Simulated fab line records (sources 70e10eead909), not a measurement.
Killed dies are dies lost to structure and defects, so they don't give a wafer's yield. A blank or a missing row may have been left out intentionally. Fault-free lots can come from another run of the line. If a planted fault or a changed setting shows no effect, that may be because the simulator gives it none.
Chamber matching | flow nand-harc | NHARC_A_STAIRCASE_TRIM_200 on rie-diel-04 has 4 sister chambers
The step chemistry O2, time 211.2 s. 4 wafers are shown with their chamber, then 7 later ones without.

EACH WAFER AND ITS CHAMBER
wafer  | chamber | drypump-motor-current-A (A)
L381.6 | 1       | 5.0
L388.4 | 2       | 5.4
L396.1 | 0       | 5.7
L396.2 | 3       | 5.4

WAFERS WITH NO CHAMBER GIVEN
wafer  | drypump-motor-current-A (A)
L396.5 | 5.4
L397.1 | 5.0
L397.2 | 5.7
L397.5 | 5.0
L398.2 | 5.0
L398.3 | 5.4
L398.4 | 5.5

CHAMBER TAKEN BY EACH
wafer  | from the rows above     | in truth
L396.5 | can't be placed: 2 or 3 | 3
L397.1 | 1                       | 1
L397.2 | 0                       | 0
L397.5 | 1                       | 1
L398.2 | 1                       | 1
L398.3 | can't be placed: 2 or 3 | 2
L398.4 | can't be placed: 2 or 3 | 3
4 of 7 placed correctly. Not placeable from these rows: 3 (in 3, the candidates include the true chamber). Number placed wrongly: 0.
How it was worked out, from the rows above alone: a wafer's distance from a chamber is the root of the sum, over the readings, of the square of ((its reading less the chamber's mean) divided by the reading's scatter). If the next closest chamber is less than 2 further off than the closest, the wafer can't be placed; otherwise it belongs to the closest. Each chamber's mean is taken over the wafers shown for it. The scatter: root of mean squared gap, hidden wafer to nearest shown wafer, with one shown wafer a chamber.
